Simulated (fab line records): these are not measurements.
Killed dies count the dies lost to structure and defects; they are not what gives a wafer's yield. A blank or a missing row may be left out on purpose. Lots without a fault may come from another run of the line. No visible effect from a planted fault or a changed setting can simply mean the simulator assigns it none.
Chamber matching | flow nand_harc | rie_diel-09 running NHARC_A_STAIRCASE_TRIM_20: 4 sister chambers
The step chemistry O2, time 211.2 s. 4 wafers are shown with their chamber, then 9 later ones without.

== WAFERS, EACH WITH ITS CHAMBER ==
wafer  | chamber | showerhead_plenum_p_Torr (Torr)
L075.1 | 0       | 3.48
L080.1 | 3       | 3.61
L082.4 | 1       | 3.65
L082.5 | 2       | 3.42

== WAFERS WITHOUT THEIR CHAMBER ==
wafer  | showerhead_plenum_p_Torr (Torr)
L083.1 | 3.65
L083.2 | 3.60
L083.4 | 3.47
L084.1 | 3.47
L084.4 | 3.65
L084.6 | 3.60
L085.1 | 3.65
L085.2 | 3.60
L085.5 | 3.65

== EACH ONE'S CHAMBER ==
wafer  | from the rows above | in truth
L083.1 | 1                   | 1
L083.2 | 3                   | 3
L083.4 | 0                   | 0
L084.1 | 0                   | 0
L084.4 | 1                   | 1
L084.6 | 3                   | 3
L085.1 | 1                   | 1
L085.2 | 3                   | 3
L085.5 | 1                   | 1
Placed correctly: 9 of 9. Not placeable from these rows: 0. Wrongly placed: 0.
How it was worked out, from the rows above alone: a wafer's distance from a chamber is the root of the sum, over the readings, of the square of ((its reading less the chamber's mean) divided by the reading's scatter). If the next closest chamber is less than 2 further off than the closest, the wafer can't be placed; otherwise it belongs to the closest. A chamber's mean is the mean of its shown wafers. The scatter (one wafer shown for each chamber): square how far every hidden wafer sits from the nearest shown wafer, average those squares and take the square root.
